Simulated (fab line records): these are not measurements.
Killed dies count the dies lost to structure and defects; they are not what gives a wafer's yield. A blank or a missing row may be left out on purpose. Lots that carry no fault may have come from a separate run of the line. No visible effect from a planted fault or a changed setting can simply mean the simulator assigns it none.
fab line records	flow nand-harc	part 1 of 2: steps 1 to 21 of 31
record: lots: 5	wafers: 15	last-day: 33
route steps=1302 shown A_BONDPAD@1207 HYBRID_BOND@1237
lots that met no fault: taken from a fault-free run of the same line
start-h: start of the lot's first displayed wafer, in hours after the record's first day	wait-h: time in hours since the lot's previous step	" identical to the entry in the row above	L1.1+2: several wafers, shown together as one row	- value missing, or start not given	* or withheld: withheld	< > ~ a bound
route shown NAME@n: NAME is a module with steps in the file, n the number in the route of the first one	usual: mean/standard deviation of fault-free wafers	same: alike in all rows	chamber/n: place in a boat	sites: per-site readings	_std_site: their standard deviation	_edge_site: outer sites' mean less inner sites'	radius-mm: how far each site lies from the wafer's centre	mask NAME#n: copy n	behind: the most recent tool/chamber to have shaped the wafer	hold: why the lot went on hold/how many hours it stayed there/how the hold came to an end	device: transistor that didn't switch, given as n, p or np	end of line: the tests these same wafers got at the end of their route	for a step that has no rows: nothing shown but its recipe	killed: dies lost to structure and defects at the first sort, not the wafer's yield	map: shows each die of a wafer: x if killed, . if not, _ if none is there
set.NAME: the setting as run; set.NAME@STEP: as run at that earlier step	model.NAME: the simulator's own value behind a step, which no gauge read
lots seen at some steps along the route; tables by step, rows by wafer
services: from which hour (start-h, from the record's first day; less than 0 if before it) a tool's chamber was out of use, for how many hours, and why
== steps ==
step: NHARC_A_BONDPAD_HMDS_02
recipe: time-s: 30
usual: resist-line-temp-C: 23.00/0.11
lot.wafer	tool	chamber	start-h	wait-h	resist-line-temp-C
L087.1	litho-track-05	0	-	-	23.01
L087.3	"	0	"	"	22.88
L087.6	"	0	"	"	22.84
L085.1	litho-track-03	0	-	-	22.95
L085.5	"	0	"	"	23.07
L085.6	"	0	"	"	22.97
L093.1	litho-track-05	0	-	-	22.96
L093.2	"	0	"	"	22.99
L093.4	"	0	"	"	22.84
L096.2	litho-track-03	0	-	-	23.13
L096.3	"	0	"	"	23.03
L096.4	"	0	"	"	23.06
L097.2	litho-track-03	0	-	-	22.99
L097.3	"	0	"	"	23.12
L097.6	"	0	"	"	23.06
step: NHARC_A_BONDPAD_COAT_33
recipe: temp-c: 200	time-s: 65
usual: plate-temp-C: 199.98/0.17	resist-line-temp-C: 23.02/0.1
lot.wafer	tool	chamber	start-h	wait-h	plate-temp-C	resist-line-temp-C
L087.1	litho-track-05	0	-	-	199.97	23.11
L087.3	"	0	"	"	200.12	23.07
L087.6	"	0	"	"	200.01	23.12
L085.1	litho-track-03	0	-	-	200.10	23.13
L085.5	"	0	"	"	199.97	22.93
L085.6	"	0	"	"	199.86	23.13
L093.1	litho-track-05	0	-	-	199.92	23.16
L093.2	"	0	"	"	200.02	23.16
L093.4	"	0	"	"	199.66	23.02
L096.2	litho-track-03	0	-	-	200.17	22.98
L096.3	"	0	"	"	200.14	22.99
L096.4	"	0	"	"	199.85	23.13
L097.2	litho-track-03	0	-	-	200.15	22.81
L097.3	"	0	"	"	199.98	23.05
L097.6	"	0	"	"	199.87	23.21
step: NHARC_A_BONDPAD_COAT_03
recipe: spin-rpm: 2000	resist-thk-nm: 600
usual: resist-line-temp-C: 22.99/0.1
lot.wafer	tool	chamber	start-h	wait-h	resist-line-temp-C
L087.1	litho-track-05	0	-	-	23.09
L087.3	"	0	"	"	23.20
L087.6	"	0	"	"	22.93
L085.1	litho-track-03	0	-	-	23.08
L085.5	"	0	"	"	23.08
L085.6	"	0	"	"	23.02
L093.1	litho-track-05	0	-	-	22.88
L093.2	"	0	"	"	22.89
L093.4	"	0	"	"	22.85
L096.2	litho-track-03	0	-	-	22.79
L096.3	"	0	"	"	22.92
L096.4	"	0	"	"	23.04
L097.2	litho-track-03	0	-	-	23.20
L097.3	"	0	"	"	22.91
L097.6	"	0	"	"	22.95
step: NHARC_A_BONDPAD_SOFTBAKE_04
recipe: temp-c: 125	time-s: 70
usual: plate-temp-C: 124.98/0.14	resist-line-temp-C: 23.02/0.11
lot.wafer	tool	chamber	start-h	wait-h	plate-temp-C	resist-line-temp-C
L087.1	litho-track-05	0	-	-	124.93	23.01
L087.3	"	0	"	"	125.06	23.02
L087.6	"	0	"	"	125.09	22.78
L085.1	litho-track-03	0	-	-	124.81	22.99
L085.5	"	0	"	"	124.92	23.01
L085.6	"	0	"	"	125.04	22.97
L093.1	litho-track-05	0	-	-	125.04	22.97
L093.2	"	0	"	"	125.12	22.85
L093.4	"	0	"	"	125.12	22.90
L096.2	litho-track-03	0	-	-	125.06	22.96
L096.3	"	0	"	"	125.09	22.91
L096.4	"	0	"	"	124.97	23.09
L097.2	litho-track-03	0	-	-	124.86	23.02
L097.3	"	0	"	"	124.92	22.91
L097.6	"	0	"	"	125.03	23.01
step: NHARC_A_BONDPAD_EBR_05
usual: resist-line-temp-C: 23.04/0.12
lot.wafer	tool	chamber	start-h	wait-h	resist-line-temp-C
L087.1	litho-track-05	0	-	-	23.16
L087.3	"	0	"	"	23.12
L087.6	"	0	"	"	22.95
L085.1	litho-track-03	0	-	-	23.04
L085.5	"	0	"	"	23.09
L085.6	"	0	"	"	23.08
L093.1	litho-track-05	0	-	-	23.11
L093.2	"	0	"	"	23.14
L093.4	"	0	"	"	23.18
L096.2	litho-track-03	0	-	-	23.06
L096.3	"	0	"	"	22.96
L096.4	"	0	"	"	23.10
L097.2	litho-track-03	0	-	-	23.03
L097.3	"	0	"	"	23.01
L097.6	"	0	"	"	22.96
step: NHARC_A_BONDPAD_EXPOSE_06
recipe: na: 0.55	dose-mj: 36.99	mask-id: A_BPAD
lot.wafer	tool	chamber	start-h	wait-h	mask
L087.1+3+6	krf-scanner-01	0	644.04	-	A_BPAD#0
L085.1+5+6	krf-scanner-04	0	650.72	-	A_BPAD#0
L093.1+2+4	krf-scanner-03	0	744.68	-	A_BPAD#0
L096.2+3+4	krf-scanner-03	0	746.67	-	A_BPAD#0
L097.2+3+6	krf-scanner-04	0	762.07	-	A_BPAD#0
step: NHARC_A_BONDPAD_PEB_07
recipe: peb-temp-c: 128	peb-time-s: 80
usual: plate-temp-C: 128.02/0.15	resist-line-temp-C: 22.98/0.1
lot.wafer	tool	chamber	start-h	wait-h	plate-temp-C	resist-line-temp-C
L087.1	litho-track-05	0	644.11	0.1	128.03	22.85
L087.3	"	0	"	"	128.24	22.86
L087.6	"	0	"	"	128.12	22.97
L085.1	litho-track-03	0	650.79	0.1	127.93	23.06
L085.5	"	0	"	"	127.98	22.96
L085.6	"	0	"	"	127.73	22.83
L093.1	litho-track-03	0	744.74	0.1	128.00	22.92
L093.2	"	0	"	"	127.95	22.96
L093.4	"	0	"	"	127.81	22.90
L096.2	litho-track-07	0	746.74	0.1	127.94	22.93
L096.3	"	0	"	"	128.08	22.88
L096.4	"	0	"	"	128.32	22.94
L097.2	litho-track-05	0	762.13	0.1	128.14	23.13
L097.3	"	0	"	"	127.95	23.11
L097.6	"	0	"	"	128.13	22.93
step: NHARC_A_BONDPAD_DEVELOP_08
recipe: time-s: 50	dev-temp-c: 22
usual: resist-line-temp-C: 23.00/0.11
lot.wafer	tool	chamber	start-h	wait-h	resist-line-temp-C
L087.1	litho-track-05	0	-	-	23.02
L087.3	"	0	"	"	23.02
L087.6	"	0	"	"	23.15
L085.1	litho-track-03	0	-	-	23.06
L085.5	"	0	"	"	23.00
L085.6	"	0	"	"	22.99
L093.1	litho-track-03	0	-	-	23.06
L093.2	"	0	"	"	23.07
L093.4	"	0	"	"	23.10
L096.2	litho-track-07	0	-	-	23.02
L096.3	"	0	"	"	22.87
L096.4	"	0	"	"	23.10
L097.2	litho-track-05	0	-	-	23.02
L097.3	"	0	"	"	22.94
L097.6	"	0	"	"	22.97
step: NHARC_A_BONDPAD_CD_MEAS_09
recipe: target-cd-nm: 500	landing-energy-ev: 500
usual: cd-nm: 499.3/1.8
lot.wafer	tool	chamber	start-h	wait-h	cd-nm
L087.1	cd-sem-02	0	644.19	-	500.1
L087.3	"	0	"	"	499.2
L087.6	"	0	"	"	498.8
L085.1	cd-sem-01	0	650.88	-	497.0
L085.5	"	0	"	"	495.9
L085.6	"	0	"	"	497.3
L093.1	cd-sem-02	0	744.83	-	497.4
L093.2	"	0	"	"	498.7
L093.4	"	0	"	"	497.2
L096.2	cd-sem-03	0	746.82	-	502.4
L096.3	"	0	"	"	500.2
L096.4	"	0	"	"	499.8
L097.2	cd-sem-01	0	762.22	-	496.6
L097.3	"	0	"	"	499.4
L097.6	"	0	"	"	499.2
step: NHARC_A_BONDPAD_OVL_MEAS_35
usual: overlay-x-nm: -1/5.7	overlay-y-nm: 2/7
lot.wafer	tool	chamber	start-h	wait-h	overlay-x-nm	overlay-y-nm
L087.1	overlay-01	-	644.28	-	-4	3
L087.3	"	-	"	"	-4	3
L087.6	"	-	"	"	-4	4
L085.1	overlay-01	-	650.96	-	8	9
L085.5	"	-	"	"	8	9
L085.6	"	-	"	"	8	8
L093.1	overlay-01	-	744.92	-	-6	2
L093.2	"	-	"	"	-6	3
L093.4	"	-	"	"	-7	2
L096.2	overlay-01	-	746.91	-	10	11
L096.3	"	-	"	"	10	10
L096.4	"	-	"	"	10	10
L097.2	overlay-01	-	762.30	-	1	-2
L097.3	"	-	"	"	1	-3
L097.6	"	-	"	"	1	-3
step: NHARC_A_BONDPAD_HARDBAKE_10
recipe: temp-c: 118	time-s: 65
usual: plate-temp-C: 118.01/0.13	resist-line-temp-C: 22.98/0.12
lot.wafer	tool	chamber	start-h	wait-h	plate-temp-C	resist-line-temp-C
L087.1	litho-track-03	0	644.33	0.0	118.12	23.01
L087.3	"	0	"	"	118.18	23.03
L087.6	"	0	"	"	118.15	22.94
L085.1	litho-track-03	0	651.01	0.0	118.05	23.04
L085.5	"	0	"	"	118.08	22.95
L085.6	"	0	"	"	117.79	23.01
L093.1	litho-track-07	0	744.96	0.0	118.11	22.97
L093.2	"	0	"	"	118.13	22.90
L093.4	"	0	"	"	117.97	22.99
L096.2	litho-track-05	0	746.96	0.0	118.01	22.95
L096.3	"	0	"	"	117.84	22.77
L096.4	"	0	"	"	118.07	22.97
L097.2	litho-track-03	0	762.35	0.0	117.95	23.35
L097.3	"	0	"	"	118.07	23.09
L097.6	"	0	"	"	118.07	23.08
step: NHARC_A_BONDPAD_DESCUM_11
recipe: time-s: 3	o2-flow-sccm: 200	ar-flow-sccm: 0	bias-power-w: 0	chemistry: O2
usual: drypump-motor-current-A: 5.9/0.35	oes-product-au: 1.003/0.0088	rf-vpp-V: 57.9/0.92	showerhead-plenum-p-Torr: 1.93/0.085	throttle-valve-pct: 11.311/0.0091
lot.wafer	tool	chamber	start-h	wait-h	drypump-motor-current-A	oes-product-au	rf-hours-counter-h	rf-vpp-V	showerhead-plenum-p-Torr	throttle-valve-pct
L087.3	rie-diel-01	1	644.42	-	5.0	1.017	14	57.4	2.06	11.304
L087.1	"	2	"	"	4.9	0.994	13	57.6	1.92	11.316
L087.6	"	1	"	"	5.0	1.014	-	58.2	2.06	11.317
L085.1	rie-diel-01	2	651.12	-	4.9	1.004	15	57.6	1.92	11.316
L085.6	"	3	"	"	6.3	1.018	-	56.5	1.82	11.313
L085.5	"	0	"	"	6.0	1.014	-	58.5	1.80	11.309
L093.4	rie-diel-01	0	745.04	-	6.0	0.998	0	56.9	1.80	11.310
L093.1	"	2	"	"	4.9	1.005	0	57.6	1.92	11.318
L093.2	"	3	"	"	6.3	1.020	0	58.1	1.81	11.301
L096.3	rie-diel-07	3	747.03	-	5.9	0.993	1	59.9	1.92	11.302
L096.2	"	2	"	"	6.1	0.996	1	58.4	2.05	11.312
L096.4	"	3	"	"	5.9	1.004	-	58.6	1.92	11.326
L097.3	rie-diel-07	3	762.43	-	5.9	1.011	2	58.7	1.92	11.316
L097.2	"	2	"	"	6.1	0.996	2	58.4	2.05	11.309
L097.6	"	2	"	"	6.1	1.002	-	58.1	2.05	11.314
step: NHARC_A_BONDPAD_ETCH_34
recipe: target-depth-a: 600	overetch-a: 180	time-s: 65.91	ion-energy-ev: 200	n2-flow-sccm: 150	h2-flow-sccm: 150	ar-flow-sccm: 0	rf-w: 400	bias-w: 150	chemistry: N2/H2
usual: drypump-motor-current-A: 5.9/0.35	oes-product-au: 1.004/0.0097	rf-vpp-V: 430.9/2.6	showerhead-plenum-p-Torr: 2.06/0.093	throttle-valve-pct: 14.170/0.0089
lot.wafer	tool	chamber	start-h	wait-h	drypump-motor-current-A	oes-product-au	rf-hours-counter-h	rf-vpp-V	showerhead-plenum-p-Torr	throttle-valve-pct
L087.1	rie-diel-01	0	644.49	0.1	6.0	1.018	14	428.2	1.92	14.161
L087.3	"	2	"	"	4.9	1.005	13	430.4	2.05	14.171
L087.6	"	1	"	"	5.0	1.015	-	434.2	2.20	14.172
L085.1	rie-diel-01	1	651.18	0.1	4.9	1.006	15	434.8	2.20	14.190
L085.5	"	0	"	"	6.0	1.010	-	427.0	1.92	14.171
L085.6	"	1	"	"	5.0	1.007	-	435.0	2.20	14.166
L093.2	rie-diel-01	3	745.13	0.1	6.3	1.012	0	427.8	1.93	14.174
L093.4	"	0	"	"	6.0	0.982	0	426.2	1.91	14.170
L093.1	"	1	"	"	4.9	1.002	0	435.9	2.20	14.164
L096.3	rie-diel-07	3	747.13	0.1	5.9	0.998	1	431.9	2.04	14.162
L096.2	"	2	"	"	6.1	0.995	1	434.9	2.19	14.177
L096.4	"	2	"	"	6.1	1.003	-	434.8	2.19	14.179
L097.2	rie-diel-07	3	762.54	0.1	5.9	1.014	2	430.1	2.04	14.189
L097.3	"	1	"	"	6.2	1.016	2	429.2	2.02	14.174
L097.6	"	3	"	"	5.9	1.008	-	430.0	2.04	14.176
step: NHARC_A_BONDPAD_ETCH_12
recipe: target-depth-a: 2200	time-s: 110	chf3-flow-sccm: 50	o2-flow-sccm: 10	ar-flow-sccm: 200	rf-w: 500	bias-w: 200	chemistry: CHF3/O2
usual: drypump-motor-current-A: 5.9/0.36	oes-product-au: 0.952/0.022	rf-vpp-V: 370.9/2.3	showerhead-plenum-p-Torr: 2.42/0.1	throttle-valve-pct: 20.573/0.0088
lot.wafer	tool	chamber	start-h	wait-h	drypump-motor-current-A	oes-product-au	rf-hours-counter-h	rf-vpp-V	showerhead-plenum-p-Torr	throttle-valve-pct
L087.3	rie-diel-01	2	-	-	4.9	0.935	13	370.4	2.41	20.571
L087.1	"	3	"	"	6.3	0.941	14	368.1	2.29	20.572
L087.6	"	3	"	"	6.3	0.937	-	366.6	2.29	20.573
L085.1	rie-diel-01	0	-	-	6.0	0.939	15	368.1	2.27	20.580
L085.6	"	3	"	"	6.3	0.945	-	367.8	2.29	20.571
L085.5	"	0	"	"	6.0	0.927	-	367.0	2.27	20.586
L093.4	rie-diel-01	0	-	-	6.0	0.955	0	368.3	2.26	20.572
L093.1	"	2	"	"	4.9	0.983	0	370.8	2.41	20.580
L093.2	"	3	"	"	6.3	0.994	0	366.7	2.28	20.581
L096.3	rie-diel-07	3	-	-	5.9	0.972	1	370.8	2.41	20.571
L096.2	"	2	"	"	6.1	0.965	1	374.4	2.57	20.580
L096.4	"	3	"	"	5.9	0.963	-	370.3	2.41	20.571
L097.3	rie-diel-07	3	-	-	5.9	0.965	2	372.7	2.41	20.591
L097.2	"	1	"	"	6.3	0.968	2	369.9	2.38	20.596
L097.6	"	1	"	"	6.3	0.965	-	370.1	2.38	20.577
step: NHARC_A_BONDPAD_CD_MEAS_13
usual: cd-nm: 499.0/2
lot.wafer	tool	chamber	start-h	wait-h	cd-nm
L087.1	cd-sem-03	-	644.72	-	501.0
L087.3	"	-	"	"	496.9
L087.6	"	-	"	"	497.5
L085.1	cd-sem-01	-	651.41	-	496.3
L085.5	"	-	"	"	495.5
L085.6	"	-	"	"	496.6
L093.1	cd-sem-03	-	745.36	-	496.6
L093.2	"	-	"	"	498.2
L093.4	"	-	"	"	497.2
L096.2	cd-sem-02	-	747.40	-	501.8
L096.3	"	-	"	"	501.6
L096.4	"	-	"	"	501.2
L097.2	cd-sem-02	-	762.79	-	496.5
L097.3	"	-	"	"	500.4
L097.6	"	-	"	"	499.8
step: NHARC_A_BONDPAD_STRIP_15
recipe: o2-flow-sccm: 500	ar-flow-sccm: 0	bias-w: 0	chemistry: O2
usual: drypump-motor-current-A: 5.8/0.44	oes-product-au: 1.003/0.011	rf-vpp-V: 57.9/0.93	showerhead-plenum-p-Torr: 3.55/0.16	throttle-valve-pct: 17.037/0.01
lot.wafer	tool	chamber	start-h	wait-h	drypump-motor-current-A	oes-product-au	rf-hours-counter-h	rf-vpp-V	showerhead-plenum-p-Torr	throttle-valve-pct
L087.1	rie-diel-11	3	644.80	0.1	5.4	1.012	9	59.0	3.74	17.044
L087.3	"	0	"	"	6.3	1.000	8	58.5	3.44	17.039
L087.6	"	3	"	"	5.4	1.016	-	57.4	3.74	17.032
L085.1	rie-diel-01	3	651.53	0.1	6.3	1.017	16	57.3	3.36	17.048
L085.5	"	0	"	"	6.0	1.017	-	57.8	3.34	17.048
L085.6	"	1	"	"	5.0	1.017	-	58.5	3.78	17.039
L093.4	rie-diel-11	2	745.43	0.1	5.5	1.005	38	58.2	3.79	17.023
L093.1	"	0	"	"	6.3	0.998	39	58.8	3.42	17.040
L093.2	"	1	"	"	5.8	0.982	42	58.0	3.36	17.051
L096.2	rie-diel-07	3	747.47	0.1	5.9	0.995	1	59.1	3.54	17.044
L096.3	"	1	"	"	6.3	0.994	1	57.0	3.50	17.045
L096.4	"	3	"	"	5.9	0.991	-	57.3	3.54	17.032
L097.2	rie-diel-07	2	762.86	0.1	6.1	1.007	2	58.4	3.76	17.011
L097.3	"	3	"	"	5.9	1.011	2	59.5	3.54	17.030
L097.6	"	1	"	"	6.3	1.015	-	57.7	3.50	17.039
step: NHARC_A_BONDPAD_ETCH_24
recipe: target-depth-a: 300	over-etch-frac: 0.3	time-s: 72.99	ion-energy-ev: 150	cf4-flow-sccm: 50	n2-flow-sccm: 100	ar-flow-sccm: 150	rf-w: 300	bias-w: 100	chemistry: CF4/N2
usual: drypump-motor-current-A: 5.8/0.41	oes-product-au: 1.003/0.011	rf-vpp-V: 314.3/2.2	showerhead-plenum-p-Torr: 2.63/0.12	throttle-valve-pct: 19.793/0.011
lot.wafer	tool	chamber	start-h	wait-h	drypump-motor-current-A	oes-product-au	rf-hours-counter-h	rf-vpp-V	showerhead-plenum-p-Torr	throttle-valve-pct
L087.1	rie-diel-11	3	644.99	0.2	5.4	1.016	9	317.7	2.78	19.797
L087.3	"	0	"	"	6.3	0.996	8	313.5	2.56	19.791
L087.6	"	1	"	"	5.8	0.999	-	311.2	2.52	19.809
L085.1	rie-diel-01	3	-	-	6.3	1.005	16	312.0	2.50	19.776
L085.6	"	0	"	"	6.0	1.007	-	310.9	2.48	19.797
L085.5	"	1	"	"	4.9	1.008	-	317.7	2.82	19.802
L093.4	rie-diel-11	0	-	-	6.3	0.994	39	313.0	2.54	19.799
L093.1	"	1	"	"	5.8	1.002	42	310.7	2.50	19.802
L093.2	"	3	"	"	5.4	1.015	40	315.6	2.77	19.777
L096.3	rie-diel-07	1	747.65	0.1	6.2	1.009	1	313.4	2.60	19.802
L096.2	"	2	"	"	6.1	0.992	1	316.9	2.80	19.782
L096.4	"	2	"	"	6.1	1.003	-	316.0	2.80	19.810
L097.2	rie-diel-07	2	763.05	0.2	6.1	0.999	2	316.3	2.80	19.795
L097.3	"	3	"	"	5.9	0.996	2	314.9	2.63	19.794
L097.6	"	3	"	"	5.9	0.996	-	314.7	2.63	19.807
step: NHARC_A_BONDPAD_STRIP_16
recipe: time-s: 600	temp-c: 30	chemistry: post-etch-residue-remover
lot.wafer	tool	chamber	start-h	wait-h
L087.3+1+6	wet-bench-10	0,1,4	645.13	-
L085.1+5+6	wet-bench-10	5,7,2	651.77	-
L093.2+4+1	wet-bench-08	5,6,7	745.74	-
L096.3+2+4	wet-bench-08	6,0,2	747.79	-
L097.2+6+3	wet-bench-10	4,6,0	763.20	-
step: NHARC_A_BONDPAD_DEGAS_25
recipe: temp-c: 300	time-s: 60
usual: heater-power-w: 477/47
lot.wafer	tool	chamber	start-h	wait-h	heater-power-w
L087.1	pvd-sputter-03	-	645.40	-	468
L087.3	"	-	"	"	455
L087.6	"	-	"	"	473
L085.1	pvd-sputter-03	-	652.09	-	465
L085.6	"	-	"	"	480
L085.5	"	-	"	"	466
L093.1	pvd-sputter-03	-	745.98	-	502
L093.2	"	-	"	"	455
L093.4	"	-	"	"	499
L096.4	pvd-sputter-02	-	748.07	-	606
L096.3	"	-	"	"	427
L096.2	"	-	"	"	466
L097.3	pvd-sputter-02	-	763.46	-	615
L097.2	"	-	"	"	459
L097.6	"	-	"	"	606
step: NHARC_A_BONDPAD_PRE_CLEAN_26
recipe: time-s: 30	temp-c: 280	gas: H2/He
usual: heater-power-w: 419/41
lot.wafer	tool	chamber	start-h	wait-h	heater-power-w
L087.3	pvd-sputter-03	-	-	-	398
L087.1	"	-	"	"	413
L087.6	"	-	"	"	414
L085.1	pvd-sputter-03	-	-	-	432
L085.5	"	-	"	"	406
L085.6	"	-	"	"	433
L093.2	pvd-sputter-03	-	-	-	410
L093.4	"	-	"	"	446
L093.1	"	-	"	"	419
L096.4	pvd-sputter-02	-	-	-	383
L096.3	"	-	"	"	536
L096.2	"	-	"	"	384
L097.2	pvd-sputter-02	-	-	-	390
L097.3	"	-	"	"	390
L097.6	"	-	"	"	387
step: NHARC_A_BONDPAD_PVD_17
recipe: target-thk-a: 50	bias-v: 168.6	power-w: 15000	chamber-pressure-pa: 0.12	time-s: 8.06	substrate-temp-c: 50	material: TaN
usual: substrate-temp-c: 50.01/0.13	throttle-valve-pct: 30.5/0.92
lot.wafer	tool	chamber	start-h	wait-h	substrate-temp-c	throttle-valve-pct
L087.3	pvd-sputter-03	-	-	-	50.04	30.3
L087.1	"	-	"	"	50.27	31.3
L087.6	"	-	"	"	50.12	30.7
L085.1	pvd-sputter-03	-	-	-	49.75	31.7
L085.6	"	-	"	"	49.98	31.2
L085.5	"	-	"	"	49.83	30.5
L093.1	pvd-sputter-03	-	-	-	49.96	30.4
L093.4	"	-	"	"	49.97	32.0
L093.2	"	-	"	"	50.25	30.8
L096.2	pvd-sputter-02	-	-	-	49.85	29.9
L096.4	"	-	"	"	50.11	29.3
L096.3	"	-	"	"	49.75	30.7
L097.2	pvd-sputter-02	-	-	-	50.02	29.6
L097.3	"	-	"	"	50.05	29.3
L097.6	"	-	"	"	49.96	30.5
